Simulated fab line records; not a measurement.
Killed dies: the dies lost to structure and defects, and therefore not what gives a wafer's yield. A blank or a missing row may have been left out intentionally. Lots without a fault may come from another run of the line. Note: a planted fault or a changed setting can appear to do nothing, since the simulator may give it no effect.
Matching of chambers :: flow nand-harc :: NHARC_A_STAIRCASE_TRIM_187 on rie-diel-06: 4 sister chambers
The step chemistry O2, time 211.2 s. 24 wafers are shown with their chamber, then 12 later ones without.

WAFERS PAIRED WITH THEIR CHAMBERS
wafer: L074.1
chamber: 2
showerhead-plenum-p-Torr (Torr): 3.49
drypump-motor-current-A (A): 5.3
oes-product-au (a.u.): 0.987

wafer: L074.3
chamber: 3
showerhead-plenum-p-Torr (Torr): 3.70
drypump-motor-current-A (A): 5.3
oes-product-au (a.u.): 0.993

wafer: L074.5
chamber: 2
showerhead-plenum-p-Torr (Torr): 3.50
drypump-motor-current-A (A): 5.3
oes-product-au (a.u.): 0.997

wafer: L077.3
chamber: 0
showerhead-plenum-p-Torr (Torr): 3.47
drypump-motor-current-A (A): 6.3
oes-product-au (a.u.): 0.983

wafer: L077.4
chamber: 2
showerhead-plenum-p-Torr (Torr): 3.49
drypump-motor-current-A (A): 5.3
oes-product-au (a.u.): 1.003

wafer: L077.5
chamber: 0
showerhead-plenum-p-Torr (Torr): 3.47
drypump-motor-current-A (A): 6.3
oes-product-au (a.u.): 0.984

wafer: L080.1
chamber: 3
showerhead-plenum-p-Torr (Torr): 3.69
drypump-motor-current-A (A): 5.4
oes-product-au (a.u.): 0.990

wafer: L080.2
chamber: 0
showerhead-plenum-p-Torr (Torr): 3.46
drypump-motor-current-A (A): 6.3
oes-product-au (a.u.): 0.990

wafer: L080.6
chamber: 0
showerhead-plenum-p-Torr (Torr): 3.46
drypump-motor-current-A (A): 6.3
oes-product-au (a.u.): 0.981

wafer: L083.3
chamber: 1
showerhead-plenum-p-Torr (Torr): 3.72
drypump-motor-current-A (A): 5.4
oes-product-au (a.u.): 1.014

wafer: L083.4
chamber: 2
showerhead-plenum-p-Torr (Torr): 3.49
drypump-motor-current-A (A): 5.3
oes-product-au (a.u.): 1.004

wafer: L083.6
chamber: 3
showerhead-plenum-p-Torr (Torr): 3.69
drypump-motor-current-A (A): 5.3
oes-product-au (a.u.): 1.007

wafer: L081.1
chamber: 1
showerhead-plenum-p-Torr (Torr): 3.72
drypump-motor-current-A (A): 5.5
oes-product-au (a.u.): 1.001

wafer: L081.3
chamber: 0
showerhead-plenum-p-Torr (Torr): 3.46
drypump-motor-current-A (A): 6.2
oes-product-au (a.u.): 1.004

wafer: L081.6
chamber: 3
showerhead-plenum-p-Torr (Torr): 3.69
drypump-motor-current-A (A): 5.4
oes-product-au (a.u.): 0.996

wafer: L084.2
chamber: 0
showerhead-plenum-p-Torr (Torr): 3.46
drypump-motor-current-A (A): 6.3
oes-product-au (a.u.): 0.994

wafer: L084.3
chamber: 2
showerhead-plenum-p-Torr (Torr): 3.48
drypump-motor-current-A (A): 5.3
oes-product-au (a.u.): 1.013

wafer: L084.6
chamber: 1
showerhead-plenum-p-Torr (Torr): 3.72
drypump-motor-current-A (A): 5.4
oes-product-au (a.u.): 1.003

wafer: L089.1
chamber: 1
showerhead-plenum-p-Torr (Torr): 3.70
drypump-motor-current-A (A): 5.5
oes-product-au (a.u.): 1.004

wafer: L089.4
chamber: 3
showerhead-plenum-p-Torr (Torr): 3.68
drypump-motor-current-A (A): 5.4
oes-product-au (a.u.): 0.998

wafer: L089.5
chamber: 2
showerhead-plenum-p-Torr (Torr): 3.48
drypump-motor-current-A (A): 5.3
oes-product-au (a.u.): 1.005

wafer: L091.1
chamber: 1
showerhead-plenum-p-Torr (Torr): 3.70
drypump-motor-current-A (A): 5.5
oes-product-au (a.u.): 0.996

wafer: L091.3
chamber: 3
showerhead-plenum-p-Torr (Torr): 3.68
drypump-motor-current-A (A): 5.4
oes-product-au (a.u.): 0.997

wafer: L091.5
chamber: 2
showerhead-plenum-p-Torr (Torr): 3.47
drypump-motor-current-A (A): 5.3
oes-product-au (a.u.): 0.990

SIGNATURES (averages over the wafers above)
reading: showerhead-plenum-p-Torr
chamber 0: 3.4633
chamber 1: 3.7120
chamber 2: 3.4857
chamber 3: 3.6883
scatter within a chamber: 0.00857

reading: drypump-motor-current-A
chamber 0: 6.283
chamber 1: 5.460
chamber 2: 5.300
chamber 3: 5.367
scatter within a chamber: 0.041

reading: oes-product-au
chamber 0: 0.98933
chamber 1: 1.00360
chamber 2: 0.99986
chamber 3: 0.99683
scatter within a chamber: 0.00779
Rule: for a wafer and a chamber, the distance is found by dividing, reading by reading, the gap between the wafer's reading and the chamber's mean by the reading's scatter, squaring, summing and taking the root. If the next closest chamber is less than 2 further off than the closest, the wafer can't be placed; otherwise it belongs to the closest. The scatter: take each reading less its chamber's mean, square it, sum over the shown wafers, divide by the number of wafers less the number of chambers, and take the root.

WAFERS MISSING THEIR CHAMBER
wafer: L093.1
showerhead-plenum-p-Torr (Torr): 3.68
drypump-motor-current-A (A): 5.4
oes-product-au (a.u.): 0.996

wafer: L093.2
showerhead-plenum-p-Torr (Torr): 3.47
drypump-motor-current-A (A): 5.3
oes-product-au (a.u.): 0.998

wafer: L093.3
showerhead-plenum-p-Torr (Torr): 3.70
drypump-motor-current-A (A): 5.4
oes-product-au (a.u.): 1.007

wafer: L096.1
showerhead-plenum-p-Torr (Torr): 3.70
drypump-motor-current-A (A): 5.5
oes-product-au (a.u.): 0.992

wafer: L096.4
showerhead-plenum-p-Torr (Torr): 3.67
drypump-motor-current-A (A): 5.4
oes-product-au (a.u.): 0.999

wafer: L096.5
showerhead-plenum-p-Torr (Torr): 3.70
drypump-motor-current-A (A): 5.5
oes-product-au (a.u.): 0.999

wafer: L097.1
showerhead-plenum-p-Torr (Torr): 3.70
drypump-motor-current-A (A): 5.5
oes-product-au (a.u.): 1.010

wafer: L097.2
showerhead-plenum-p-Torr (Torr): 3.47
drypump-motor-current-A (A): 5.3
oes-product-au (a.u.): 1.005

wafer: L097.3
showerhead-plenum-p-Torr (Torr): 3.67
drypump-motor-current-A (A): 5.4
oes-product-au (a.u.): 1.011

wafer: L095.2
showerhead-plenum-p-Torr (Torr): 3.70
drypump-motor-current-A (A): 5.5
oes-product-au (a.u.): 1.002

wafer: L095.4
showerhead-plenum-p-Torr (Torr): 3.67
drypump-motor-current-A (A): 5.4
oes-product-au (a.u.): 0.989

wafer: L095.5
showerhead-plenum-p-Torr (Torr): 3.70
drypump-motor-current-A (A): 5.5
oes-product-au (a.u.): 0.997

WHICH CHAMBER EACH WENT THROUGH
wafer: L093.1
from the rows above: 3
in truth: 3

wafer: L093.2
from the rows above: 2
in truth: 2

wafer: L093.3
from the rows above: can't be placed: 3 or 1
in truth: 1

wafer: L096.1
from the rows above: can't be placed: 1 or 3
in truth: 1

wafer: L096.4
from the rows above: 3
in truth: 3

wafer: L096.5
from the rows above: can't be placed: 1 or 3
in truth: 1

wafer: L097.1
from the rows above: 1
in truth: 1

wafer: L097.2
from the rows above: 2
in truth: 2

wafer: L097.3
from the rows above: 3
in truth: 3

wafer: L095.2
from the rows above: can't be placed: 1 or 3
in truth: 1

wafer: L095.4
from the rows above: 3
in truth: 3

wafer: L095.5
from the rows above: can't be placed: 1 or 3
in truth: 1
Correctly placed: 7 of 12. Unplaceable from these rows: 5, with the true chamber sitting among the candidates in 5. 0 placed wrongly.
